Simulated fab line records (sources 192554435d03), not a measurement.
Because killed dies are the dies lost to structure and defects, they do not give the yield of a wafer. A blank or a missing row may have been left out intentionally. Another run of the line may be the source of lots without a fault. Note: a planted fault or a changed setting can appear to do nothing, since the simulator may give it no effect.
fab line records -- flow n5Finfet
[record] lots = 6, wafers = 18, lastDay = 17
route steps=1938 shown SD_EPI_P@319 SD_ACTIVATION@330 PASSIVATION@1936
lots that met no fault: from a run of the same line without faults
startH: hours from the record's opening day to when the first of the lot's shown wafers began -- waitH: how many hours have passed since the lot's step before this one -- " repeats the value in the row above -- L1.1+2: a single row standing in for several wafers -- - either no value or no given start -- * or withheld: withheld -- < > ~ a bound
route shown NAME@n: names a module that has steps shown in the file, with the first one's number in the route -- usual: mean/standard deviation taken from wafers without a fault -- same: alike in all rows -- chamber/n: place in a boat -- sites: readings site by site -- _std_site: the values' standard deviation -- _edge_site: mean of outer sites minus mean of inner sites -- radiusMm: for every site, how far away it sits from the centre of the wafer -- mask NAME#n: copy n -- behind: the last tool/chamber to shape the wafer -- hold: reason for holding the lot/hours on hold/outcome of the hold -- device: which transistor (n, p or np) failed to switch -- end of line: tests run on the same wafers once the route is complete -- step lacking rows: just its recipe -- killed: dies lost to structure and defects at the first sort, not the wafer's yield -- map: dies across one wafer; x = killed, . = not, _ = none there
set.NAME: the setting that was run; set.NAME@STEP: the one run at that earlier step -- model.NAME: the simulator's own value behind a step, which no gauge read
lots seen at some steps along the route; tables by step, rows by wafer
services: the hour from which a tool's chamber was out of use, counted from the record's first day as startH (under 0 if before that day), plus the number of hours and why
[[steps]]
[step N5_SD_EPI_P_PRECLEAN_51]
[recipe] chemistry = NF3:NH3, afsCycles = 1, tempC = 30, timeS = 20, sublimationTempC = 180, sublimationTimeS = 60, pressureTorr = 3, rfPowerW = 30
[step N5_SD_EPI_P_VAPOR_ETCH_44]
[recipe] chemistry = NF3/Ar, target = SiGe30, tempC = 25, timeS = 3.3, mode = isotropic
[step N5_SD_EPI_P_EPI_21]
[recipe] material = SiGe:B, dopant = B, tempC = 550, pressureTorr = 20, ambient = H2, timeS = 355
[step N5_SD_EPI_P_EPI_MEAS_23]
[recipe] mode = xrd
[usual] thkNm = 61.0/1.3
lot.wafer,tool,chamber,startH,waitH,thkNm
L673.1,filmMetro-01,-,73.25,1.8,62.8
L673.3,filmMetro-01,-,73.25,1.8,64.1
L673.4,filmMetro-01,-,73.25,1.8,59.3
L674.3,filmMetro-02,-,74.11,1.1,59.6
L674.4,filmMetro-02,-,74.11,1.1,58.8
L674.6,filmMetro-02,-,74.11,1.1,58.7
L675.3,filmMetro-02,-,82.11,1.5,60.2
L675.4,filmMetro-02,-,82.11,1.5,61.6
L675.5,filmMetro-02,-,82.11,1.5,59.0
L681.1,filmMetro-01,-,120.17,3.2,62.8
L681.4,filmMetro-01,-,120.17,3.2,62.1
L681.5,filmMetro-01,-,120.17,3.2,60.9
L690.1,filmMetro-01,-,171.65,1.8,60.5
L690.2,filmMetro-01,-,171.65,1.8,59.1
L690.4,filmMetro-01,-,171.65,1.8,59.3
L692.1,filmMetro-01,-,183.14,1.8,61.3
L692.2,filmMetro-01,-,183.14,1.8,59.4
L692.6,filmMetro-01,-,183.14,1.8,59.7
[step N5_SD_EPI_P_HM_STRIP_48]
[recipe] chemistry = H3PO4, tempC = 160, material = SiNx, target = SiNx, targetDepthA = 30, overetchFraction = 0.3
[step N5_SD_EPI_P_SRD_49]
[recipe] dry = ipaMarangoni, timeS = 30, tempC = 23, rinseLiquid = diw
[step N5_SD_EPI_P_PRECLEAN_24]
[recipe] chemistry = O3/DIW, timeS = 45, tempC = 22, o3Ppm = 10
[step N5_SD_EPI_P_PRECLEAN_32]
[recipe] chemistry = dHF, timeS = 10, dilution = 500:1, tempC = 25
[step N5_SD_EPI_P_PRECLEAN_33]
[recipe] chemistry = SC2, timeS = 45, tempC = 35, mix = 1:1:50
[step N5_SD_EPI_P_SRD_25]
[recipe] timeS = 30, tempC = 23, rinseLiquid = diw, dry = ipaMarangoni
[step N5_SD_EPI_P_INSPECT_26]
[recipe] inspectInstrument = darkfield, mode = postEpi
[usual] rawDefectCount = 165/37
lot.wafer,tool,chamber,startH,waitH,rawDefectCount
L673.1,defectInspect-02,-,73.43,0.0,148
L673.3,defectInspect-02,-,73.43,0.0,175
L673.4,defectInspect-02,-,73.43,0.0,154
L674.3,defectInspect-02,-,74.33,0.0,276
L674.4,defectInspect-02,-,74.33,0.0,179
L674.6,defectInspect-02,-,74.33,0.0,140
L675.3,defectInspect-01,-,82.28,0.0,122
L675.4,defectInspect-01,-,82.28,0.0,133
L675.5,defectInspect-01,-,82.28,0.0,118
L681.1,defectInspect-01,-,120.35,0.0,125
L681.4,defectInspect-01,-,120.35,0.0,152
L681.5,defectInspect-01,-,120.35,0.0,103
L690.1,defectInspect-02,-,171.83,0.0,132
L690.2,defectInspect-02,-,171.83,0.0,148
L690.4,defectInspect-02,-,171.83,0.0,132
L692.1,defectInspect-02,-,183.31,0.0,126
L692.2,defectInspect-02,-,183.31,0.0,144
L692.6,defectInspect-02,-,183.31,0.0,134
[step N5_SD_ACTIVATION_RTA_00]
[recipe] tempC = 975, timeS = 0, ambient = N2, idleTempC = 600, rampUpCPerS = 150, rampDownCPerS = 60, coolToC = 600
[usual] lampPowerPct = 8.96/0.057, wafer_temp_C_max = 974.9/2
lot.wafer,tool,chamber,startH,waitH,lampPowerPct,wafer_temp_C_max
L673.1,rtpAnneal-01,0,73.46,0.0,8.98,973.8
L673.3,rtpAnneal-01,0,73.46,0.0,8.99,973.9
L673.4,rtpAnneal-01,0,73.46,0.0,9.02,972.6
L674.3,rtpAnneal-01,0,74.50,0.2,9.07,975.6
L674.4,rtpAnneal-01,0,74.50,0.2,8.87,972.8
L674.6,rtpAnneal-01,0,74.50,0.2,8.91,977.9
L675.3,rtpAnneal-01,0,82.37,0.1,8.93,973.1
L675.4,rtpAnneal-01,0,82.37,0.1,8.93,977.2
L675.5,rtpAnneal-01,0,82.37,0.1,8.91,975.8
L681.1,rtpAnneal-01,0,120.38,0.0,9.00,976.8
L681.4,rtpAnneal-01,0,120.38,0.0,8.86,974.3
L681.5,rtpAnneal-01,0,120.38,0.0,8.95,973.4
L690.1,rtpAnneal-02,0,171.96,0.1,9.08,975.7
L690.2,rtpAnneal-02,0,171.96,0.1,8.94,974.4
L690.4,rtpAnneal-02,0,171.96,0.1,8.95,976.0
L692.1,rtpAnneal-02,0,183.34,0.0,8.95,973.7
L692.2,rtpAnneal-02,0,183.34,0.0,8.96,973.0
L692.6,rtpAnneal-02,0,183.34,0.0,9.00,975.8
[step N5_SD_ACTIVATION_LSA_01]
[recipe] tempC = 1080, timeS = 0.0008, ambient = N2
[usual] wafer_temp_C_max = 1085.6/1.3
lot.wafer,tool,chamber,startH,waitH,wafer_temp_C_max
L673.1,laserAnneal-01,0,73.66,0.2,1087.0
L673.3,laserAnneal-01,0,73.66,0.2,1086.4
L673.4,laserAnneal-01,0,73.66,0.2,1086.4
L674.3,laserAnneal-02,0,74.70,0.2,1084.4
L674.4,laserAnneal-02,0,74.70,0.2,1086.2
L674.6,laserAnneal-02,0,74.70,0.2,1086.6
L675.3,laserAnneal-01,0,82.57,0.2,1087.6
L675.4,laserAnneal-01,0,82.57,0.2,1087.4
L675.5,laserAnneal-01,0,82.57,0.2,1089.4
L681.1,laserAnneal-01,0,120.58,0.2,1085.2
L681.4,laserAnneal-01,0,120.58,0.2,1086.5
L681.5,laserAnneal-01,0,120.58,0.2,1086.2
L690.1,laserAnneal-02,0,172.16,0.2,1058.8
L690.2,laserAnneal-02,0,172.16,0.2,1059.4
L690.4,laserAnneal-02,0,172.16,0.2,1058.9
L692.1,laserAnneal-02,0,183.56,0.2,1059.0
L692.2,laserAnneal-02,0,183.56,0.2,1059.8
L692.6,laserAnneal-02,0,183.56,0.2,1059.4
[step N5_PASSIVATION_PROBE_49]
[usual] killed_at_M0_to_M3 = 35/11, killed_at_M4_up = 13/5.7, killedAtContacts = 12/5.7, killedAtFrontEnd = 40/11, killedAtOther = 4/4.4, killedDies = 105/18, killedOpen = 68/14, killedShort = 34/7.4
[same] grossDies = 1180, killedAtBackSide = 0
lot.wafer,tool,chamber,startH,waitH,killed_at_M0_to_M3,killed_at_M4_up,killedAtContacts,killedAtFrontEnd,killedAtOther,killedDies,killedOpen,killedShort
L674.3,prober-01,-,268.84,0.1,51,13,9,48,1,122,83,37
L674.4,prober-01,-,268.89,0.2,40,24,16,52,3,135,99,35
L674.6,prober-01,-,268.99,0.3,56,12,4,48,6,126,86,38
L673.1,prober-01,-,282.66,0.0,62,5,8,28,5,108,71,30
L673.3,prober-01,-,282.76,0.1,36,11,10,46,7,110,59,39
L673.4,prober-01,-,282.81,0.2,52,10,24,30,5,121,74,46
L690.1,prober-01,-,391.88,0.0,48,9,16,30,14,117,70,31
L690.2,prober-01,-,391.93,0.1,37,13,6,23,14,93,47,32
L690.4,prober-01,-,392.03,0.2,56,13,15,33,24,141,73,40
L692.1,prober-02,-,401.31,0.0,38,18,12,32,118,218,57,46
L692.2,prober-02,-,401.36,0.1,29,7,15,33,65,149,57,32
L692.6,prober-02,-,401.56,0.3,49,16,25,33,22,145,93,38
// killed by level:class
L674.3 STI_FIN_REVEAL:geometricParticle:open=16 BEOL_M1:geometricParticle:open=16 BEOL_M0_SAQP:geometricParticle:short=9 DUMMY_GATE:geometricParticle:open=7 BEOL_M2:geometricParticle:open=7 FIN_SAQP:geometricParticle:short=6 BEOL_M4:geometricParticle:open=6 BEOL_M0_SAQP:geometricParticle:open=6
L674.4 STI_FIN_REVEAL:geometricParticle:open=15 FIN_SAQP:geometricParticle:open=14 MOL_CONTACT_COAG:geometricParticle:open=14 BEOL_M4:geometricParticle:open=13 BEOL_M3:geometricParticle:open=12 BEOL_M0_SAQP:geometricParticle:short=11 BEOL_M0_SAQP:geometricParticle:open=8 STARTING-WAFER:geometricParticle:short=7
L674.6 BEOL_M3:geometricParticle:open=22 STI_FIN_REVEAL:geometricParticle:open=15 BEOL_M0_SAQP:geometricParticle:short=14 FIN_SAQP:geometricParticle:open=10 BEOL_M0_SAQP:geometricParticle:open=9 BEOL_M4:geometricParticle:open=7 DUMMY_GATE:geometricParticle:open=5 GATE_CUT:geometricParticle:short=4
L673.1 BEOL_M3:geometricParticle:open=16 BEOL_M2:geometricParticle:open=11 BEOL_M0_SAQP:geometricParticle:open=9 STI_FIN_REVEAL:geometricParticle:open=8 BEOL_M0_SAQP:geometricParticle:short=8 BEOL_M1:geometricParticle:open=8 MOL_CONTACT_COAG:geometricParticle:open=6 FIN_SAQP:geometricParticle:open=5
L673.3 FIN_SAQP:geometricParticle:open=10 MOL_CONTACT_COAG:geometricParticle:open=9 BEOL_M2:geometricParticle:open=6 BEOL_M0_SAQP:geometricParticle:short=6 BEOL_M0_SAQP:geometricParticle:open=6 BEOL_M3:geometricParticle:short=6 GATE_CUT:geometricParticle:short=5 FIN_SAQP:geometricParticle:short=4
L673.4 MOL_CONTACT_COAG:geometricParticle:open=20 BEOL_M2:geometricParticle:open=14 BEOL_M0_SAQP:geometricParticle:short=13 BEOL_M3:geometricParticle:open=10 FIN_SAQP:geometricParticle:short=6 BEOL_M1:geometricParticle:short=5 FIN_SAQP:geometricParticle:open=4 STI_FIN_REVEAL:geometricParticle:short=4
L690.1 MOL_CONTACT_COAG:geometricParticle:open=16 BEOL_M2:geometricParticle:open=13 BEOL_M0_SAQP:geometricParticle:short=12 MIM_TOP_ETCH:areaEtch=11 BEOL_M1:geometricParticle:open=10 DUMMY_GATE:geometricParticle:open=8 FIN_CUT:areaEtch=5 FIN_SAQP:geometricParticle:open=4
L690.2 MIM_TOP_ETCH:areaEtch=14 BEOL_M0_SAQP:geometricParticle:short=10 BEOL_M4:geometricParticle:short=9 BEOL_M3:geometricParticle:open=8 BEOL_M2:geometricParticle:open=7 DUMMY_GATE:geometricParticle:open=6 MOL_CONTACT_COAG:geometricParticle:open=6 BEOL_M0_SAQP:geometricParticle:open=6
L690.4 MIM_TOP_ETCH:areaEtch=22 BEOL_M1:geometricParticle:open=13 BEOL_M2:geometricParticle:open=11 MOL_CONTACT_COAG:geometricParticle:open=10 BEOL_M0_SAQP:geometricParticle:short=8 FIN_SAQP:geometricParticle:open=7 BEOL_M0_SAQP:geometricParticle:open=7 BEOL_M1:geometricParticle:short=7
L692.1 PASSIVATION:areaEtch=114 DUMMY_GATE:geometricParticle:open=9 BEOL_M0_SAQP:geometricParticle:short=9 MOL_CONTACT_COAG:geometricParticle:open=8 BEOL_M3:geometricParticle:open=8 GATE_CUT:geometricParticle:short=7 ILD0:geometricParticle:short=5 FIN_SAQP:geometricParticle:short=4
L692.2 PASSIVATION:areaEtch=58 FIN_SAQP:geometricParticle:open=14 MOL_CONTACT_COAG:geometricParticle:open=12 BEOL_M0_SAQP:geometricParticle:open=9 BEOL_M0_SAQP:geometricParticle:short=8 STI_FIN_REVEAL:geometricParticle:open=6 BEOL_M3:geometricParticle:short=5 MOL_CONTACT_COAG:geometricParticle:short=3
L692.6 MOL_CONTACT_COAG:geometricParticle:open=20 PASSIVATION:areaEtch=14 BEOL_M0_SAQP:geometricParticle:open=11 BEOL_M0_SAQP:geometricParticle:short=10 BEOL_M3:geometricParticle:open=9 BEOL_M4:geometricParticle:open=7 GATE_CUT:geometricParticle:short=6 BEOL_M1:geometricParticle:open=6
[[services]]
tool,chamber,startH,hours,kind
laserAnneal-02,-,79.48,4.3,pm
laserAnneal-01,-,171.54,1.6,pm
rtpAnneal-02,-,175.38,5.5,pm
[[key]]
[firstSign] step = N5_SD_ACTIVATION_LSA_01, reading = wafer_temp_C_max, direction = down, sigmas = 20, usual = *, struck = *
effect none on later readings
metAt N5_SD_ACTIVATION_LSA_01
struckWafers L690.1,L690.2,L690.4,L692.1,L692.2,L692.6
testerLeftOut L690,L692
[baselineLoss] step = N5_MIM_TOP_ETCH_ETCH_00, wafers = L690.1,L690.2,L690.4
[baselineLoss] step = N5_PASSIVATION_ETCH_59, wafers = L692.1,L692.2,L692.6
onsetBetween 74.70 172.16
[fault] kind = processParameterDrift, tool = laserAnneal-02, chamber = -, onsetH = 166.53, steps = N5_SD_ACTIVATION_LSA_01, channel = tempC, offset = *, shape = step, endH = 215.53, stated = *
// testerLeftOut: of these lots the tester's yield and bins aren't shown, on N5 and GAA mostly nor the transistor test; their killed dies are dies lost to structure and defects alone, not to doping, threshold or leakage, so they don't give the yield
// baselineLoss: these wafers lose ten dies or more at that step, a loss of the line's own and not of a fault; the sort's usual values leave them out
